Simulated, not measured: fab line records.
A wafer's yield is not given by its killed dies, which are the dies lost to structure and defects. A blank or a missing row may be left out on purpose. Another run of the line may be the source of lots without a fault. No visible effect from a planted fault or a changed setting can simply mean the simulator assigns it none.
fab line records	flow n5Finfet
record: lots: 10	wafers: 30	lastDay: 18
route steps=1938 shown ZERO_LAYER@15 WELL_APT@28 BEOL_M4@1111 PASSIVATION@1936
lots that met no fault: from a run of the same line without faults
startH: the number of hours between the record's first day and the start of the first shown wafer of the lot	waitH: hours since the lot's step before	" unchanged from the row above	L1.1+2: a row that stands for several wafers	- value missing, or start not given	* or withheld: withheld	< > ~ a bound
route shown NAME@n: names a module that has steps shown in the file, with the first one's number in the route	usual: mean/standard deviation of fault-free wafers	same: alike in all rows	chamber/n: place in a boat	sites: per-site readings	_std_site: the values' standard deviation	_edge_site: inner sites' mean taken away from outer sites' mean	radiusMm: how far each site lies from the wafer's centre	mask NAME#n: copy n	behind: tool/chamber where the wafer was last shaped	hold: what put the lot on hold/how long, in hours/how the hold closed	device: the n, p or np transistor that did not switch	end of line: at the end of the route, the tests of the same wafers	for a step that has no rows: nothing shown but its recipe	killed: not the wafer's yield, but the dies lost to structure and defects at the first sort	map: a wafer's dies, x killed, . not, _ none there
set.NAME: setting as actually run; set.NAME@STEP: the setting as run at that earlier step	model.NAME: the simulator's own value behind a step, which no gauge read
route steps across a sampled set of lots; one table per step, one row per wafer
services: when a tool's chamber went out of use (startH, in hours from the record's first day, below 0 if earlier), for how many hours, and the reason
== steps ==
step: N5_ZERO_LAYER_ETCH_17
recipe: chemistry: CF4	target: SiO2	targetDepthA: 120	timeS: 13.3	ionEnergyEv: 350	pressureMtorr: 40	sourceW: 450	biasW: 215	Ar_flow_sccm: 100	cf4FlowSccm: 100
usual: drypumpMotorCurrentA: 5.8/0.57	oesProductAu: 0.75/0.058	rfVppV: 950/3.8	showerheadPlenumPTorr: 2.17/0.059	throttleValvePct: 15.71/0.25
lot.wafer	tool	chamber	startH	waitH	drypumpMotorCurrentA	oesProductAu	rfHoursCounterH	rfVppV	showerheadPlenumPTorr	throttleValvePct
L716.1	rieDiel-02	3	18.86	0.0	6.2	0.71	178	953	2.22	15.61
L716.4	"	0	"	"	5.2	0.74	178	954	2.22	15.69
L716.6	"	3	"	"	6.2	0.72	-	952	2.22	15.60
L717.4	rieDiel-03	3	25.00	0.0	4.8	0.77	124	953	2.24	15.62
L717.5	"	3	"	"	4.8	0.77	-	954	2.24	15.61
L717.6	"	0	"	"	5.9	0.70	-	949	2.11	16.10
L725.1	rieDiel-05	3	73.08	0.0	5.9	0.73	142	954	2.22	15.82
L725.2	"	0	"	"	6.6	0.78	121	944	2.08	15.33
L725.5	"	2	"	"	6.6	0.77	-	949	2.14	15.51
L726.2	rieDiel-05	1	78.76	0.0	5.3	0.70	214	952	2.20	15.78
L726.4	"	3	"	"	5.8	0.73	144	954	2.22	15.85
L726.6	"	2	"	"	6.6	0.76	-	948	2.14	15.50
L727.3	rieDiel-03	0	84.84	0.0	5.9	0.69	236	946	2.11	16.12
L727.4	"	2	"	"	6.0	0.68	235	951	2.21	16.05
L727.6	"	3	"	"	4.8	0.76	-	955	2.24	15.64
L730.1	rieDiel-05	0	102.72	0.0	6.6	0.76	130	944	2.08	15.36
L730.3	"	3	"	"	5.9	0.72	150	954	2.22	15.85
L730.6	"	2	"	"	6.6	0.76	-	950	2.14	15.52
L731.2	rieDiel-02	0	108.84	0.0	5.2	0.72	207	952	2.21	15.75
L731.3	"	2	"	"	5.9	0.70	217	942	2.04	15.63
L731.5	"	0	"	"	5.2	0.72	-	953	2.21	15.75
L732.3	rieDiel-03	1	114.71	0.0	5.3	0.79	154	949	2.15	16.01
L732.4	"	2	"	"	6.0	0.68	245	953	2.21	16.07
L732.6	"	3	"	"	4.8	0.76	-	954	2.23	15.65
L734.2	rieDiel-05	2	126.72	0.0	6.6	0.76	139	949	2.13	15.54
L734.5	"	2	"	"	6.6	0.76	-	950	2.13	15.53
L734.6	"	1	"	"	5.3	0.70	-	954	2.19	15.80
L738.1	rieDiel-03	0	150.84	0.0	5.9	1.03	0	945	2.10	15.60
L738.3	"	1	"	"	5.3	0.77	166	948	2.15	16.02
L738.4	"	1	"	"	5.3	0.78	-	949	2.15	16.01
step: N5_WELL_APT_CD_MEAS_08
recipe: targetCdNm: 200	landingEnergyEv: 500	detector: seInlens
usual: cdNm: 199.0/1.9
lot.wafer	tool	chamber	startH	waitH	cdNm
L716.1	cdSem-01	0	19.70	-	196.6
L716.4	"	0	"	"	199.3
L716.6	"	0	"	"	199.3
L717.4	cdSem-02	0	25.84	-	200.0
L717.5	"	0	"	"	199.2
L717.6	"	0	"	"	199.9
L725.1	cdSem-01	0	74.07	-	196.4
L725.2	"	0	"	"	195.8
L725.5	"	0	"	"	200.2
L726.2	cdSem-03	0	79.61	-	200.1
L726.4	"	0	"	"	196.1
L726.6	"	0	"	"	195.2
L727.3	cdSem-01	0	85.68	-	197.0
L727.4	"	0	"	"	198.1
L727.6	"	0	"	"	196.0
L730.1	cdSem-02	0	103.68	-	195.9
L730.3	"	0	"	"	200.3
L730.6	"	0	"	"	199.7
L731.2	cdSem-01	0	109.68	-	201.7
L731.3	"	0	"	"	200.8
L731.5	"	0	"	"	199.8
L732.3	cdSem-01	0	115.94	-	198.8
L732.4	"	0	"	"	199.6
L732.6	"	0	"	"	197.6
L734.2	cdSem-01	0	127.68	-	197.0
L734.5	"	0	"	"	199.3
L734.6	"	0	"	"	198.4
L738.1	cdSem-03	0	151.88	-	199.4
L738.3	"	0	"	"	200.7
L738.4	"	0	"	"	198.0
step: N5_WELL_APT_IMPLANT_15
recipe: species: As	energyKev: 25	doseCm2: 1.5e+13	tiltDeg: 0	rotationDeg: 0
usual: beamEnergyKeV: 24.999/0.0088	beamOnS: 9.98/0.21
lot.wafer	tool	chamber	startH	waitH	beamEnergyKeV	beamOnS
L716.1	implanter-01	0	20.07	0.1	25.000	10.17
L716.4	"	0	"	"	25.013	9.79
L716.6	"	0	"	"	25.004	9.79
L717.4	implanter-01	0	26.43	0.1	25.007	9.95
L717.5	"	0	"	"	24.991	10.55
L717.6	"	0	"	"	24.986	9.74
L725.1	implanter-02	0	74.62	0.1	24.998	10.12
L725.2	"	0	"	"	24.999	9.84
L725.5	"	0	"	"	24.999	9.97
L726.2	implanter-01	-	80.17	0.1	-	-
L726.4	"	-	"	"	-	-
L726.6	"	-	"	"	-	-
L727.3	implanter-01	-	86.11	0.1	-	-
L727.4	"	-	"	"	-	-
L727.6	"	-	"	"	-	-
L730.1	implanter-01	0	104.05	0.1	24.997	9.89
L730.3	"	0	"	"	24.994	9.99
L730.6	"	0	"	"	24.993	9.87
L731.2	implanter-01	0	110.09	0.1	25.011	10.15
L731.3	"	0	"	"	25.008	9.79
L731.5	"	0	"	"	24.999	9.94
L732.3	implanter-02	0	116.36	0.1	24.982	9.95
L732.4	"	0	"	"	24.990	9.75
L732.6	"	0	"	"	24.981	10.10
L734.2	implanter-01	0	128.86	0.1	25.004	10.15
L734.5	"	0	"	"	25.000	10.09
L734.6	"	0	"	"	24.995	10.25
L738.1	implanter-01	0	152.35	0.1	24.979	10.24
L738.3	"	0	"	"	24.990	10.24
L738.4	"	0	"	"	24.987	10.00
step: N5_WELL_APT_OVL_MEAS_26
recipe: pointsPerWafer: 44
usual: PWELL_OVL: 2/5.3
lot.wafer	tool	chamber	startH	waitH	PWELL_OVL[nm]
L716.1	overlay-02	0	20.98	0.0	-2
L716.4	"	0	"	"	-2
L716.6	"	0	"	"	6
L717.4	overlay-01	0	27.12	0.0	0
L717.5	"	0	"	"	3
L717.6	"	0	"	"	5
L725.1	overlay-02	0	75.54	0.0	-1
L725.2	"	0	"	"	5
L725.5	"	0	"	"	3
L726.2	overlay-01	0	80.93	0.0	7
L726.4	"	0	"	"	8
L726.6	"	0	"	"	4
L727.3	overlay-02	0	86.83	0.0	5
L727.4	"	0	"	"	12
L727.6	"	0	"	"	8
L730.1	overlay-02	0	104.85	0.0	3
L730.3	"	0	"	"	2
L730.6	"	0	"	"	-4
L731.2	overlay-02	0	110.84	0.0	2
L731.3	"	0	"	"	-1
L731.5	"	0	"	"	2
L732.3	overlay-02	0	117.08	0.0	1
L732.4	"	0	"	"	0
L732.6	"	0	"	"	-1
L734.2	overlay-02	0	129.62	0.0	0
L734.5	"	0	"	"	13
L734.6	"	0	"	"	2
L738.1	overlay-02	0	153.15	0.0	0
L738.3	"	0	"	"	7
L738.4	"	0	"	"	-1
step: N5_BEOL_M4_RC_MEAS_101
usual: CJ_P: 5.72/0.27	DIBL_N: 36.4/2.7	DIBL_P: 36/3.2	IOFF_N: 0.16/0.046	IOFF_P: 0.21/0.055	IOFF_P_85C: 3.7/0.82	IOFF_P_LIN: 0.100/0.02	ION_N: 677/15	ION_P: 464/11	SS_N: 71.5/0.79	SS_P: 73.3/0.93	VT_N: 250/4.1	VT_P: -251/4.4
lot.wafer	tool	chamber	startH	waitH	CJ_P	DIBL_N[mV/V]	DIBL_P[mV/V]	IOFF_N[nA/um]	IOFF_P[nA/um]	IOFF_P_85C[nA/um]	IOFF_P_LIN[nA/um]	ION_N[uA/um]	ION_P[uA/um]	SS_N[mV/dec]	SS_P[mV/dec]	VT_N[mV]	VT_P[mV]
L716.1	prober-02	0	166.53	0.0	5.30	37.0	35	0.16	0.21	3.7	0.103	680	467	71.0	73.8	249	-249
L716.4	"	0	"	"	5.87	43.5	44	0.32	0.42	6.6	0.169	733	500	72.7	76.2	242	-240
L716.6	"	0	"	"	6.25	39.5	38	0.22	0.29	4.8	0.131	692	479	71.5	73.5	244	-245
L717.4	prober-02	0	201.23	0.5	5.85	36.1	36	0.15	0.20	3.5	0.095	674	469	70.7	72.6	250	-248
L717.5	"	0	"	"	5.94	37.3	37	0.18	0.23	4.0	0.106	681	471	71.8	74.1	247	-250
L717.6	"	0	"	"	5.93	37.3	38	0.18	0.24	4.2	0.111	689	474	71.7	73.8	246	-248
L725.1	prober-02	0	238.22	0.0	5.89	36.4	37	0.16	0.22	3.8	0.109	677	468	71.0	74.2	247	-248
L725.2	"	0	"	"	5.70	37.7	38	0.19	0.23	3.9	0.108	709	480	71.3	73.8	243	-249
L725.5	"	0	"	"	5.72	36.7	36	0.15	0.19	3.4	0.096	672	457	71.5	73.1	251	-252
L727.3	prober-02	0	249.67	0.3	0.99	35.0	36	0.17	0.24	4.0	0.114	704	486	71.3	73.8	246	-245
L727.4	"	0	"	"	0.99	33.4	43	0.15	0.55	7.9	0.155	691	484	70.3	78.2	246	-243
L727.6	"	0	"	"	0.99	32.7	43	0.13	0.56	8.1	0.152	668	473	70.5	79.9	249	-247
L726.2	prober-01	0	251.34	0.2	1.00	36.4	51	0.17	1.40	18.1	0.249	683	486	71.5	85.4	248	-238
L726.4	"	0	"	"	1.01	35.7	46	0.15	0.72	10.3	0.182	678	485	71.1	79.9	249	-241
L726.6	"	0	"	"	1.01	35.9	42	0.18	0.48	7.3	0.167	695	496	71.2	75.3	246	-243
L731.2	prober-01	0	266.03	0.2	5.45	36.6	38	0.16	0.19	3.4	0.091	692	463	71.7	73.7	248	-253
L731.3	"	0	"	"	6.08	40.7	43	0.25	0.26	4.3	0.109	694	461	72.5	74.8	247	-250
L731.5	"	0	"	"	6.08	37.0	40	0.16	0.21	3.6	0.095	668	454	70.8	73.7	254	-254
L730.1	prober-01	0	275.16	0.0	5.50	34.2	34	0.13	0.17	3.0	0.086	651	447	71.6	73.1	251	-252
L730.3	"	0	"	"	5.74	35.1	34	0.13	0.17	3.1	0.088	663	452	70.4	72.6	252	-252
L730.6	"	0	"	"	5.72	39.3	39	0.24	0.25	4.2	0.114	680	458	72.6	73.8	247	-247
L732.3	prober-01	0	285.01	0.3	5.22	40.7	40	0.20	0.23	4.0	0.103	690	462	72.2	73.8	249	-250
L732.4	"	0	"	"	5.78	42.5	44	0.25	0.31	5.0	0.124	694	476	72.7	75.2	246	-247
L732.6	"	0	"	"	5.56	36.0	35	0.13	0.17	3.1	0.085	677	467	70.9	72.6	253	-253
L734.2	prober-02	0	293.20	0.2	5.66	36.9	38	0.17	0.24	4.2	0.113	689	475	71.3	74.3	247	-247
L734.5	"	0	"	"	5.73	37.6	37	0.17	0.24	4.0	0.108	675	466	72.1	74.6	249	-248
L734.6	"	0	"	"	5.27	37.0	36	0.17	0.22	3.9	0.104	676	454	71.6	74.0	248	-247
L738.1	prober-01	0	319.44	0.0	5.10	28.6	29	0.06	0.09	1.9	0.053	633	435	70.3	70.7	264	-265
L738.3	"	0	"	"	6.03	32.5	32	0.11	0.12	2.3	0.064	658	440	71.0	71.9	256	-259
L738.4	"	0	"	"	5.75	32.1	33	0.11	0.13	2.4	0.067	677	462	70.6	71.7	253	-259
step: N5_PASSIVATION_PROBE_49
usual: defectLimitedYield: 91.1/1.4	killed_at_M0_to_M3: 34/9.7	killed_at_M4_up: 13/5.1	killedAtContacts: 14/6.3	killedAtFrontEnd: 40/11	killedAtOther: 3.5/2.7	killedDies: 105/16	killedOpen: 70/12	killedShort: 34/7.8	sort_bin_4_leakage: 0.02/0.13	sort_bin_5_function: 5.2/0.88	sort_bin_6_memory: 3.3/0.7	sort_bin_8_speed: 0.1/0.62	sortNPass: 1074/17	sortYieldPct: 91.0/1.5
same: grossDies: 1180	killedAtBackSide: 0
lot.wafer	tool	chamber	startH	waitH	defectLimitedYield[%]	killed_at_M0_to_M3	killed_at_M4_up	killedAtContacts	killedAtFrontEnd	killedAtOther	killedDies	killedOpen	killedShort	sort_bin_4_leakage[%]	sort_bin_5_function[%]	sort_bin_6_memory[%]	sort_bin_8_speed[%]	sortNPass	sortYieldPct[%]
L726.2	prober-02	-	357.47	0.1	91.9	42	18	8	22	6	96	55	39	91.86	5.5	2.5	0	0	0
L726.4	prober-02	-	357.57	0.2	92.2	21	12	18	37	4	92	68	23	62.54	5.0	2.7	0	350	29.7
L726.6	prober-02	-	357.67	0.3	90.0	29	22	22	43	2	118	78	40	2.54	6.1	3.5	0	1032	87.5
L727.3	prober-01	-	357.51	0.1	92.9	28	10	14	27	5	84	60	23	0	4.2	2.5	0	1096	92.9
L727.4	prober-01	-	357.56	0.2	92.4	26	5	7	42	10	90	66	24	8.39	4.4	3.1	0	991	84.0
L727.6	prober-01	-	357.66	0.3	92.7	36	10	5	30	5	86	57	27	12.97	4.7	2.2	0	941	79.7
L730.1	prober-02	-	377.88	0.0	88.9	56	16	10	45	4	131	92	38	0	5.9	4.7	0	1049	88.9
L730.3	prober-02	-	377.98	0.1	92.9	37	8	5	34	0	84	59	25	0	4.2	2.8	0	1096	92.9
L730.6	prober-02	-	378.13	0.3	90.6	46	10	4	44	7	111	77	34	0	5.3	4.1	0	1069	90.6
killed by level:class
L726.2 BEOL_M0_SAQP:geometricParticle:short=7 BEOL_M1:geometricParticle:open=7 BEOL_M1:geometricParticle:short=7 BEOL_M4:geometricParticle:open=7 MOL_CONTACT_COAG:geometricParticle:open=6 BEOL_M2:geometricParticle:open=5 DUMMY_GATE:geometricParticle:open=4 BEOL_M0_SAQP:geometricParticle:open=4
L727.3 MOL_CONTACT_COAG:geometricParticle:open=14 BEOL_M2:geometricParticle:open=8 BEOL_M0_SAQP:geometricParticle:short=7 FIN_SAQP:geometricParticle:open=6 BEOL_M0_SAQP:geometricParticle:open=6 FIN_SAQP:geometricParticle:short=4 BEOL_M1:geometricParticle:open=4 DUMMY_GATE:geometricParticle:open=3
L727.4 STI_FIN_REVEAL:geometricParticle:open=14 FIN_SAQP:geometricParticle:open=6 BEOL_M2:geometricParticle:open=6 BEOL_M3:geometricParticle:open=6 MOL_CONTACT_COAG:geometricParticle:open=5 DUMMY_GATE:geometricParticle:open=4 MIM_TOP_ETCH:geometricParticle:open=4 BEOL_M0_SAQP:geometricParticle:open=4
L726.4 MOL_CONTACT_COAG:geometricParticle:open=15 BEOL_M1:geometricParticle:open=10 BEOL_M4:geometricParticle:open=9 STI_FIN_REVEAL:geometricParticle:open=8 DUMMY_GATE:geometricParticle:open=8 ILD0:geometricParticle:short=4 BEOL_M2:geometricParticle:open=4 FIN_SAQP:geometricParticle:open=3
L727.6 BEOL_M1:geometricParticle:open=9 STI_FIN_REVEAL:geometricParticle:open=8 BEOL_M0_SAQP:geometricParticle:short=7 BEOL_M2:geometricParticle:open=7 FIN_SAQP:geometricParticle:short=6 BEOL_M0_SAQP:geometricParticle:open=6 MOL_CONTACT_COAG:geometricParticle:open=5 FIN_SAQP:geometricParticle:open=4
L726.6 MOL_CONTACT_COAG:geometricParticle:open=20 BEOL_M4:geometricParticle:open=12 BEOL_M1:geometricParticle:open=10 BEOL_M0_SAQP:geometricParticle:open=7 FIN_SAQP:geometricParticle:short=6 DUMMY_GATE:geometricParticle:open=6 BEOL_M0_SAQP:geometricParticle:short=6 BEOL_M4:geometricParticle:short=5
L730.1 BEOL_M3:geometricParticle:open=22 STI_FIN_REVEAL:geometricParticle:open=16 BEOL_M0_SAQP:geometricParticle:short=11 MOL_CONTACT_COAG:geometricParticle:open=8 BEOL_M1:geometricParticle:open=8 BEOL_M0_SAQP:geometricParticle:open=7 BEOL_M4:geometricParticle:open=6 FIN_SAQP:geometricParticle:short=5
L730.3 BEOL_M0_SAQP:geometricParticle:open=11 BEOL_M3:geometricParticle:open=8 FIN_SAQP:geometricParticle:open=7 BEOL_M0_SAQP:geometricParticle:short=7 DUMMY_GATE:geometricParticle:open=5 STI_FIN_REVEAL:geometricParticle:open=5 FIN_SAQP:geometricParticle:short=4 MOL_CONTACT_COAG:geometricParticle:open=4
L730.6 FIN_SAQP:geometricParticle:open=17 BEOL_M0_SAQP:geometricParticle:short=13 BEOL_M3:geometricParticle:open=13 BEOL_M0_SAQP:geometricParticle:open=10 BEOL_M2:geometricParticle:open=5 PAD_METAL:geometricParticle:short=5 STARTING-WAFER:geometricParticle:open=5 FIN_SAQP:geometricParticle:short=4
== services ==
tool	chamber	startH	hours	kind
rieDiel-02	1	29.54	7.5	repair
implanter-02	-	30.91	3.2	repair
rieDiel-02	2	33.44	10.3	repair
implanter-01	-	34.96	0.9	repair
rieDiel-03	3	60.59	9.6	repair
rieDiel-02	0	83.16	3.2	repair
rieDiel-05	3	120.53	12.2	repair
rieDiel-05	0	130.14	5.3	repair
rieDiel-03	0	130.43	-	clean
rieDiel-03	0	130.43	-	consumableReplace:focusRing
rieDiel-03	0	130.43	18.5	scheduledDown
rieDiel-03	0	130.43	18.5	ventCycle
implanter-01	-	131.32	3.6	repair
implanter-02	-	141.58	4.9	repair
rieDiel-02	-	145.77	0.3	repair
rieDiel-03	2	149.60	-	clean
rieDiel-03	2	149.60	-	consumableReplace:focusRing
== key ==
firstSign: step: N5_WELL_APT_IMPLANT_15	reading: toolRecord	direction: missing
effect: step: N5_BEOL_M4_RC_MEAS_101	reading: CJ_P	direction: down	sigmas: 17	usual: 5.72	struck: 1.00
effect: step: N5_BEOL_M4_RC_MEAS_101	reading: IOFF_P	direction: up	sigmas: 8.1	usual: 0.21	struck: 0.66	wafersMoved: 5
effect: step: N5_BEOL_M4_RC_MEAS_101	reading: IOFF_P_85C	direction: up	sigmas: 6.8	usual: 3.7	struck: 9.3	wafersMoved: 5
effect: step: N5_BEOL_M4_RC_MEAS_101	reading: SS_P	direction: up	sigmas: 5.8	usual: 73.3	struck: 78.7	wafersMoved: 5
effect: step: N5_BEOL_M4_RC_MEAS_101	reading: IOFF_P_LIN	direction: up	sigmas: 3.5	usual: 0.100	struck: 0.170	wafersMoved: 5
effect: step: N5_BEOL_M4_RC_MEAS_101	reading: DIBL_P	direction: up	sigmas: 2.3	usual: 36	struck: 44	wafersMoved: 4
effect: step: N5_BEOL_M4_RC_MEAS_101	reading: ION_P	direction: up	sigmas: 2	usual: 464	struck: 485
effect: step: N5_BEOL_M4_RC_MEAS_101	reading: VT_P	direction: up	sigmas: 1.8	usual: -251	struck: -243
effect: step: N5_PASSIVATION_PROBE_49	reading: sort_bin_4_leakage	direction: up	sigmas: 99+	usual: 0.02	struck: 29.72	wafersMoved: 5
metAt N5_WELL_APT_IMPLANT_15
struckLots L726,L727
notActingAt N5_ZERO_LAYER_ETCH_17,N5_WELL_APT_CD_MEAS_08,N5_WELL_APT_OVL_MEAS_26
onsetBetween 26.43 80.17
fault: kind: skippedStepWhole	tool: implanter-01	chamber: -	onsetH: 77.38	steps: N5_WELL_APT_IMPLANT_15	scope: struckLotsOnly
